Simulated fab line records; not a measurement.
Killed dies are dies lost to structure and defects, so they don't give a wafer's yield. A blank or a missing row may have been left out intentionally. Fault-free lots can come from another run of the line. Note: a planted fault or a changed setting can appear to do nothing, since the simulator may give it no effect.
Split-lot study :: flow n5-finfet :: route with 1938 steps; 7 lots, 21 wafers read

## SPLIT DETAILS
At N5_BEOL_M15_TRENCH_ETCH_34 (etches SiO2 in C4F8/O2/Ar, target depth 872.93 nm, time 199 s), the setting bias-w was moved away from the recipe's 2040 W on 8 of the 21 wafers read, by -12.7% to +12.5%. The other wafers ran this setting at the recipe's value.

The split's own step is where the reading is taken.

## THE READING
rf-vpp-V, in V, at N5_BEOL_M15_TRENCH_ETCH_34 (etches SiO2 in C4F8/O2/Ar, target depth 872.93 nm, time 199 s). Fault-free wafers of this fab line usually give 2253 V, standard deviation 36 V.

wafer: L075.1
tool, chamber at the split: rie-diel-04, 3
bias-w as run, W: 2040
against the recipe: recipe
rf-vpp-V, V: 2254
against lot-mates on the recipe: -

wafer: L075.2
tool, chamber at the split: rie-diel-04, 0
bias-w as run, W: 2040
against the recipe: recipe
rf-vpp-V, V: 2221
against lot-mates on the recipe: -

wafer: L075.5
tool, chamber at the split: rie-diel-04, 1
bias-w as run, W: 2040
against the recipe: recipe
rf-vpp-V, V: 2267
against lot-mates on the recipe: -

wafer: L080.1
tool, chamber at the split: rie-diel-04, 2
bias-w as run, W: 2040
against the recipe: recipe
rf-vpp-V, V: 2317
against lot-mates on the recipe: -

wafer: L080.3
tool, chamber at the split: rie-diel-04, 1
bias-w as run, W: 2040
against the recipe: recipe
rf-vpp-V, V: 2268
against lot-mates on the recipe: -

wafer: L080.4
tool, chamber at the split: rie-diel-04, 3
bias-w as run, W: 2160
against the recipe: +5.9%
rf-vpp-V, V: 2344
against lot-mates on the recipe: +52

wafer: L086.2
tool, chamber at the split: rie-diel-01, 3
bias-w as run, W: 2210
against the recipe: +8.3%
rf-vpp-V, V: 2367
against lot-mates on the recipe: +174

wafer: L086.3
tool, chamber at the split: rie-diel-01, 0
bias-w as run, W: 2040
against the recipe: recipe
rf-vpp-V, V: 2193
against lot-mates on the recipe: -

wafer: L086.4
tool, chamber at the split: rie-diel-01, 1
bias-w as run, W: 2210
against the recipe: +8.3%
rf-vpp-V, V: 2296
against lot-mates on the recipe: +103

wafer: L087.1
tool, chamber at the split: rie-diel-03, 2
bias-w as run, W: 2040
against the recipe: recipe
rf-vpp-V, V: 2299
against lot-mates on the recipe: -

wafer: L087.3
tool, chamber at the split: rie-diel-03, 1
bias-w as run, W: 2040
against the recipe: recipe
rf-vpp-V, V: 2255
against lot-mates on the recipe: -

wafer: L087.5
tool, chamber at the split: rie-diel-03, 0
bias-w as run, W: 2040
against the recipe: recipe
rf-vpp-V, V: 2237
against lot-mates on the recipe: -

wafer: L093.1
tool, chamber at the split: rie-diel-03, 3
bias-w as run, W: 2296
against the recipe: +12.5%
rf-vpp-V, V: 2470
against lot-mates on the recipe: no lot-mate on the recipe

wafer: L093.4
tool, chamber at the split: rie-diel-03, 0
bias-w as run, W: 2296
against the recipe: +12.5%
rf-vpp-V, V: 2425
against lot-mates on the recipe: no lot-mate on the recipe

wafer: L093.6
tool, chamber at the split: rie-diel-03, 0
bias-w as run, W: 2296
against the recipe: +12.5%
rf-vpp-V, V: 2427
against lot-mates on the recipe: no lot-mate on the recipe

wafer: L095.1
tool, chamber at the split: rie-diel-01, 1
bias-w as run, W: 2040
against the recipe: recipe
rf-vpp-V, V: 2172
against lot-mates on the recipe: -

wafer: L095.4
tool, chamber at the split: rie-diel-01, 2
bias-w as run, W: 2145
against the recipe: +5.1%
rf-vpp-V, V: 2288
against lot-mates on the recipe: +106

wafer: L095.6
tool, chamber at the split: rie-diel-01, 0
bias-w as run, W: 2040
against the recipe: recipe
rf-vpp-V, V: 2192
against lot-mates on the recipe: -

wafer: L097.1
tool, chamber at the split: rie-diel-04, 1
bias-w as run, W: 1781
against the recipe: -12.7%
rf-vpp-V, V: 2059
against lot-mates on the recipe: -196

wafer: L097.4
tool, chamber at the split: rie-diel-04, 0
bias-w as run, W: 2040
against the recipe: recipe
rf-vpp-V, V: 2220
against lot-mates on the recipe: -

wafer: L097.5
tool, chamber at the split: rie-diel-04, 3
bias-w as run, W: 2040
against the recipe: recipe
rf-vpp-V, V: 2290
against lot-mates on the recipe: -

FIT RESULTS
A straight line over all 21 wafers: rf-vpp-V changes by +14.5 V for each +1% of bias-w; r = +0.91; the points scatter about the line by 41 V.
The same after taking each lot's own level away (the mean of its wafers on the recipe; 18 wafers): +15.6 V for each +1%; r = +0.94; scatter 27 V.
According to that fit, moving bias-w by its largest amount changes the reading by 2e+02 V.
From 2182.0 to 2292.5 V: that is the span of the lots' own levels, equal to 3.1 times the standard deviation above.
The two slopes are in agreement: the lot-to-lot level therefore moves the slope only a little.
Check: -201 V against its lot-mates is what the line predicts for one of the wafers moved furthest among these (-12.7%) when that wafer is left out of the fit. It came out at -196 V against them.
Tool readings at the split's step, against how far the setting was moved: rf-vpp-V r = +0.91.

## OTHER SPLITS ON THESE WAFERS
Note: prior to the reading, these wafers also went through further splits. Each is held against what the fit with the lots' levels taken away leaves over:
other split on the same wafers: N5_BEOL_M8_COAT_22 spin-rpm
wafers away from the commonest value: 8
r with rf-vpp-V (lot level and that fit taken away): +0.28

other split on the same wafers: N5_BEOL_M9_ETCH_66 time-s
wafers away from the commonest value: 10
r with rf-vpp-V (lot level and that fit taken away): -0.23

other split on the same wafers: N5_BEOL_M10_PEB_26 peb-time-s
wafers away from the commonest value: 10
r with rf-vpp-V (lot level and that fit taken away): -0.15

other split on the same wafers: N5_BEOL_M10_TRENCH_ETCH_37 source-w
wafers away from the commonest value: 7
r with rf-vpp-V (lot level and that fit taken away): -0.07

other split on the same wafers: N5_BEOL_M11_VIA_ETCH_34 time-s
wafers away from the commonest value: 5
r with rf-vpp-V (lot level and that fit taken away): +0.03

other split on the same wafers: N5_BEOL_M11_ETCH_41 time-s
wafers away from the commonest value: 8
r with rf-vpp-V (lot level and that fit taken away): +0.29

other split on the same wafers: N5_BEOL_M13_EXPOSE_25 dose-mj
wafers away from the commonest value: 8
r with rf-vpp-V (lot level and that fit taken away): -0.30

other split on the same wafers: N5_BEOL_M13_DESCUM_33 time-s
wafers away from the commonest value: 9
r with rf-vpp-V (lot level and that fit taken away): -0.17

other split on the same wafers: N5_BEOL_M14_SPUTTER_44 power-w
wafers away from the commonest value: 9
r with rf-vpp-V (lot level and that fit taken away): -0.39

## FILE'S OWN FIT
rf-vpp-V changes by +15.4 V for each +1% of bias-w, r = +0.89.
